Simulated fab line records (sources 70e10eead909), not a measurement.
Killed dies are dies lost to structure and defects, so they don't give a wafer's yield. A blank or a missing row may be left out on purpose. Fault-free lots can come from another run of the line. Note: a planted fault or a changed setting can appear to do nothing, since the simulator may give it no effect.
Which tool did it? + flow nand harc + Sampling: 14 lots, 42 wafers, 5 of 1159 route steps

WHAT THE GAUGES SHOWED, per wafer
NHARC_A_BONDPAD_THK_MEAS_20: measures by xrf. Usual: 169.7 nm for thk nm, sd 1.4.
| lot  | measured     | on            | thk nm (nm)       | flag |
|------|--------------|---------------|-------------------|------|
| L284 | day 19 08:58 | film metro-02 | 172.1 169.0 171.5 |      |
| L286 | day 19 16:59 | film metro-02 | 170.8 169.5 169.7 |      |
| L285 | day 19 14:52 | film metro-02 | 172.0 170.1 172.6 |      |
| L287 | day 19 21:19 | film metro-01 | 169.4 169.3 169.0 |      |
| L288 | day 20 23:44 | film metro-01 | 168.0 168.3 170.0 |      |
| L294 | day 22 23:55 | film metro-01 | 170.1 168.2 170.4 |      |
| L290 | day 23 08:37 | film metro-01 | 170.5 167.3 170.1 |      |
| L291 | day 24 06:18 | film metro-02 | 170.5 168.0 168.2 |      |
| L299 | day 24 18:58 | film metro-02 | 170.4             |      |
| L300 | day 24 23:32 | film metro-02 | 168.5 168.9       |      |
| L304 | day 25 05:56 | film metro-01 | 170.1 168.6 172.0 |      |
| L307 | day 25 08:11 | film metro-02 | 169.2 170.3 169.9 |      |
| L306 | day 25 09:41 | film metro-02 | 168.7 170.9 169.3 |      |
| L305 | day 25 17:17 | film metro-01 | 170.6 173.2 169.7 |      |

NHARC_END_SORT_01. Usual: killed at array 28, standard deviation 11; killed at other 0.9, standard deviation 1.2; killed at periphery 2.6, standard deviation 2.1; killed dies 31, standard deviation 11; killed open 3.1, standard deviation 1.7; killed short 1.9, standard deviation 1.3.
| lot  | measured     | on        | killed at array | killed at other | killed at periphery | killed dies | killed open | killed short | flag |
|------|--------------|-----------|-----------------|-----------------|---------------------|-------------|-------------|--------------|------|
| L299 | day 25 23:12 | prober-02 | 23 470 497      | 3 4 3           | 0 2 0               | 26 476 500  | 2 5 3       | 0 1 0        | OFF  |
| L300 | day 26 09:20 | prober-01 | 31 541 39       | 0 1 1           | 2 8 7               | 33 550 47   | 4 4 3       | 4 1 5        | OFF  |

WHAT TOOL EACH LOT RAN ON (gives the tool, then ch and the chambers of the sampled wafers, and finally the start)
| lot  | NHARC_A_WL_FILL_CVD_03        | NHARC_A_BONDPAD_ANNEAL_28        | NHARC_THIN_TSV_STRIP_62              |
|------|-------------------------------|----------------------------------|--------------------------------------|
| L284 | cvd w-01 ch 0,1, day 14 14:09 | rtp anneal-01 ch 0, day 19 08:17 | plasma asher-02 ch 0,1, day 20 00:48 |
| L286 | cvd w-01 ch 0,1, day 16 11:57 | rtp anneal-01 ch 0, day 19 16:19 | plasma asher-02 ch 0,1, day 20 07:35 |
| L285 | cvd w-01 ch 1, day 16 14:18   | rtp anneal-02 ch 0, day 19 14:15 | plasma asher-01 ch 0,1, day 20 08:11 |
| L287 | cvd w-01 ch 0,1, day 16 19:54 | rtp anneal-01 ch 0, day 19 20:38 | plasma asher-02 ch 0, day 20 15:08   |
| L288 | cvd w-01 ch 0,1, day 16 23:10 | rtp anneal-01 ch 0, day 20 22:46 | plasma asher-02 ch 0, day 21 17:05   |
| L294 | cvd w-01 ch 0,1, day 19 07:58 | rtp anneal-01 ch 0, day 22 23:14 | plasma asher-01 ch 0,1, day 23 19:10 |
| L290 | cvd w-01 ch 0,1, day 19 13:36 | rtp anneal-02 ch 0, day 23 07:58 | plasma asher-02 ch 0,1, day 23 23:38 |
| L291 | cvd w-01 ch 0,1, day 19 16:55 | rtp anneal-01 ch 0, day 24 05:41 | plasma asher-02 ch 0,1, day 24 21:44 |
| L299 | cvd w-02 ch 0,1, day 19 23:31 | rtp anneal-02 ch 0, day 24 18:21 | plasma asher-01 ch 0, day 25 10:24   |
| L300 | cvd w-02 ch 0,1, day 20 01:52 | rtp anneal-02 ch 0, day 24 22:52 | plasma asher-02 ch 0, day 25 16:08   |
| L304 | cvd w-01 ch 0,1, day 21 19:52 | rtp anneal-02 ch 0, day 25 04:58 | plasma asher-02 ch 0,1, day 25 22:55 |
| L307 | cvd w-01 ch 0,1, day 21 23:38 | rtp anneal-02 ch 0, day 25 07:24 | plasma asher-01 ch 0,1, day 25 21:59 |
| L306 | cvd w-01 ch 0,1, day 22 01:31 | rtp anneal-02 ch 0, day 25 09:03 | plasma asher-01 ch 0,1, day 26 02:53 |
| L305 | cvd w-01 ch 0,1, day 22 06:28 | rtp anneal-01 ch 0, day 25 16:37 | plasma asher-01 ch 0,1, day 26 08:47 |
- NHARC_A_WL_FILL_CVD_03: deposits W, target thk 40 nm, time 3302 s.
- NHARC_A_BONDPAD_ANNEAL_28: time 90 s.
- NHARC_THIN_TSV_STRIP_62: strips in N2/H2, time 20 s.

WHAT THE TOOLS THEMSELVES READ (means of the sampled wafers that have a number; where no wafer has one, the mark that the record gives instead)
NHARC_A_WL_FILL_CVD_03. Usual: heater power w 440 W, standard deviation 35; mfc ar sccm 1561 sccm, standard deviation 4.7; susceptor temp C 299.92 C, standard deviation 0.17; throttle valve pct 7.94 %, standard deviation 0.2.
| lot  | tool     | heater power w (W) | mfc ar sccm (sccm) | susceptor temp C (C) | throttle valve pct (%) | flag |
|------|----------|--------------------|--------------------|----------------------|------------------------|------|
| L284 | cvd w-01 | 414                | 1562               | -                    | 7.85                   | OFF  |
| L286 | cvd w-01 | 430                | 1556               | 299.94               | 8.06                   |      |
| L285 | cvd w-01 | 458                | 1561               | -                    | 7.67                   | OFF  |
| L287 | cvd w-01 | 409                | 1566               | -                    | 7.80                   | OFF  |
| L288 | cvd w-01 | 420                | 1564               | 299.83               | 8.02                   |      |
| L294 | cvd w-01 | 419                | 1562               | -                    | 7.97                   | OFF  |
| L290 | cvd w-01 | 413                | 1555               | 299.89               | 8.05                   |      |
| L291 | cvd w-01 | 434                | 1565               | 300.05               | 7.96                   |      |
| L299 | cvd w-02 | 463                | 1559               | 299.94               | 8.15                   |      |
| L300 | cvd w-02 | 468                | 1557               | 299.80               | 8.07                   |      |
| L304 | cvd w-01 | 444                | 1560               | 300.04               | 7.77                   |      |
| L307 | cvd w-01 | 443                | 1564               | -                    | 8.00                   | OFF  |
| L306 | cvd w-01 | 411                | 1565               | 299.97               | 7.89                   |      |
| L305 | cvd w-01 | 447                | 1559               | 300.02               | 7.82                   |      |

NHARC_A_BONDPAD_ANNEAL_28. Usual: 226.3 for wafer_temp_C_max, sd 0.4.
| lot  | tool          | wafer_temp_C_max | flag |
|------|---------------|------------------|------|
| L284 | rtp anneal-01 | 225.8            |      |
| L286 | rtp anneal-01 | 226.1            |      |
| L285 | rtp anneal-02 | 226.8            |      |
| L287 | rtp anneal-01 | 226.0            |      |
| L288 | rtp anneal-01 | 226.2            |      |
| L294 | rtp anneal-01 | 226.3            |      |
| L290 | rtp anneal-02 | 226.8            |      |
| L291 | rtp anneal-01 | 225.9            |      |
| L299 | rtp anneal-02 | 227.0            |      |
| L300 | rtp anneal-02 | 226.4            |      |
| L304 | rtp anneal-02 | 226.4            |      |
| L307 | rtp anneal-02 | 226.7            |      |
| L306 | rtp anneal-02 | 226.7            |      |
| L305 | rtp anneal-01 | 225.7            |      |

NHARC_THIN_TSV_STRIP_62. Usual: drypump motor current A 5.8 A, standard deviation 0.5; heater power w 351 W, standard deviation 21.
| lot  | tool            | drypump motor current A (A) | heater power w (W) | flag |
|------|-----------------|-----------------------------|--------------------|------|
| L284 | plasma asher-02 | 6.1                         | 359                |      |
| L286 | plasma asher-02 | 6.1                         | 360                |      |
| L285 | plasma asher-01 | 5.7                         | 327                |      |
| L287 | plasma asher-02 | 5.2                         | 371                |      |
| L288 | plasma asher-02 | 5.2                         | 372                |      |
| L294 | plasma asher-01 | 5.6                         | 339                |      |
| L290 | plasma asher-02 | 5.7                         | 372                |      |
| L291 | plasma asher-02 | 5.6                         | 362                |      |
| L299 | plasma asher-01 | 5.7                         | 323                |      |
| L300 | plasma asher-02 | 5.2                         | 374                |      |
| L304 | plasma asher-02 | 5.6                         | 371                |      |
| L307 | plasma asher-01 | 5.7                         | 329                |      |
| L306 | plasma asher-01 | 5.7                         | 325                |      |
| L305 | plasma asher-01 | 5.6                         | 336                |      |

THE ANSWER, worked out from the rows above alone
Rule: a lot is off if the mean of its wafers that have a number lies more than 3 standard deviations from the usual mean. Also off: a lot with no number at a reading for which 4 or more lots have one. Any other lot the step has rows for is counted as sound. First the gauges in route order, then the tools' own readings, where a lot's mean is used as printed above. At the first step where some lot is off, the reading lying furthest off is the one used; lots without a number count as furthest.
Off: L299, L300, at NHARC_END_SORT_01 (killed dies). Neither off nor sound, because the step has no rows for them: L284, L286, L285, L287, L288, L294, L290, L291, L304, L307, L306, L305.
If a tool, at a process step before that reading, ran all the lots that are off and no sound lot after the first of them, it fits. The gauges at NHARC_END_SORT_01 are tried like those tools. This does not decide it: 2 tools fit, namely cvd w-02 at NHARC_A_WL_FILL_CVD_03 and rtp anneal-02 at NHARC_A_BONDPAD_ANNEAL_28.

WHAT HAD BEEN PUT IN BY THE SIMULATOR
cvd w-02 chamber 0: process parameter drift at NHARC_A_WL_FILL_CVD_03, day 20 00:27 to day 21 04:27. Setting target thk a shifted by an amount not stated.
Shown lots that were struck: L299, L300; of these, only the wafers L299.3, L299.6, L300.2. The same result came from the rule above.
